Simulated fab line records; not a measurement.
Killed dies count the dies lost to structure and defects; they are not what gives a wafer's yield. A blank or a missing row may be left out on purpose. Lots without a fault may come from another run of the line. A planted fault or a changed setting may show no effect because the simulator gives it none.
Comparing a struck lot with a sound one / flow n5Finfet / 15 steps out of a route of 1938
Sound: wafers L628.1, L628.2, L628.4. Struck: wafer L620.6; the same lot's L620.5 was not struck, so it is left out; see the end for the cause.
For every step that has rows: the tool of each side, followed by ch and its chambers, followed by its first start. Under that, the readings that differ: sound wafers / struck wafers / difference of the means / sigmas: that difference in standard deviations of wafers without a fault.
alike: words and numbers the same on both sides, and readings whose means are apart by under 2 such deviations; not compared: readings that were withheld, readings missing a value for some wafer, numbers with overlapping values and no deviation given by the record, and bounds like >300 which may hide the same value.
Wherever a step has rows on one side only, a row that says differs or no value, or a row with sigmas, the two part there. Non-overlapping numbers with no deviation appear without sigmas and do not part them. A reading that every wafer of one side lacks parts them only if that side has two wafers or more.

N5_BEOL_M5_STRIP_91: strips in N2/H2, time 10 s.
  sound on rieDiel-06 ch 1,2,3; struck on rieDiel-06 ch 1
  alike: drypumpMotorCurrentA, n2FlowSccm, oesProductAu, rfVppV, showerheadPlenumPTorr, throttleValvePct
  not compared: rfHoursCounterH
N5_BEOL_M5_OCD_MEAS_38:
  struck on ocd-01, day 11 12:26; sound on ocd-01, day 13 17:39
  alike: trenchDepthNm
then, 4 steps without rows for these wafers: N5_BEOL_M5_HM_STRIP_39 (strips TiN in peroxide tin strip, target depth 25 nm, time 158 s); N5_BEOL_M5_SRD_40 (time 30 s); N5_BEOL_M5_PRECLEAN_42 (cleans in residue remover, time 60 s); N5_BEOL_M5_SRD_43 (time 30 s).
N5_BEOL_M5_CD_MEAS_35: target cd 28 nm, target cd y 24 nm.
  struck on cdSem-02, day 11 12:35; sound on cdSem-02, day 13 17:48
  alike: cdNm
N5_BEOL_M5_CURE_80: cures SiCOH lowk, time 120 s.
  sound on uvCure-02 ch 2, day 13 17:51; struck on uvCure-01 ch 0, day 11 12:49
  alike: lampPowerPct, wafer_temp_C_max
N5_BEOL_M5_DEGAS_44: time 60 s.
  struck on pvdSputter-02, day 11 16:10; sound on pvdSputter-02, day 13 18:12
  alike: heaterPowerW
N5_BEOL_M5_PRE_CLEAN_45: time 30 s.
  struck on pvdSputter-02, day 11 16:12; sound on pvdSputter-02, day 13 18:14
  alike: heaterPowerW
then, 1 step without rows for these wafers: N5_BEOL_M5_ALD_86 (deposits TaN, pulse time 2 s, purge time 3 s, co reactant purge time 2 s).
N5_BEOL_M5_SURFACE_TREAT_87:
  struck on pvdSputter-02, day 11 16:32; sound on pvdSputter-02, day 13 18:46
  not compared: throttleValvePct
N5_BEOL_M5_CVD_47: deposits Co from CCTBA/H2, target thk 3 nm, time 216 s.
  sound on cvdCo-01 ch 0,1,2, day 13 18:51; struck on cvdCo-02 ch 0, day 11 16:44
reading=runLengthS (s); sound=238.7 239.6 238.3; struck=234.6; difference=-4.3; sigmas=-7
then, 1 step without rows for these wafers: N5_BEOL_M5_SPUTTER_48 (material Cu, target thk 15 nm, time 27.62 s).
-- a jump in the record: the struck wafers' starts before and after are 4 days apart (it breaks off in module BEOL_M5 and resumes in module PASSIVATION, where the first step shown is number 1936 of the route) --
N5_PASSIVATION_PROBE_49:
  struck on prober-02, day 15 13:58; sound on prober-02, day 17 22:26
  alike: defectLimitedYield, killed_at_M0_to_M3, killed_at_M4_up, killedAtContacts, killedAtFrontEnd, killedAtOther, killedDies, killedOpen, killedShort, sort_bin_5_function, sort_bin_6_memory, sort_bin_8_speed, sortNPass, sortYieldPct

WHERE THEY PART
N5_BEOL_M5_CVD_47 only, going by this record. Later steps at which nothing parts them and some readings are alike: N5_PASSIVATION_PROBE_49.

WHY: what had been put in by the simulator
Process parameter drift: cvdCo-02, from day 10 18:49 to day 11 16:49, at N5_BEOL_M5_CVD_47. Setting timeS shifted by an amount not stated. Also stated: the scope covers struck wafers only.
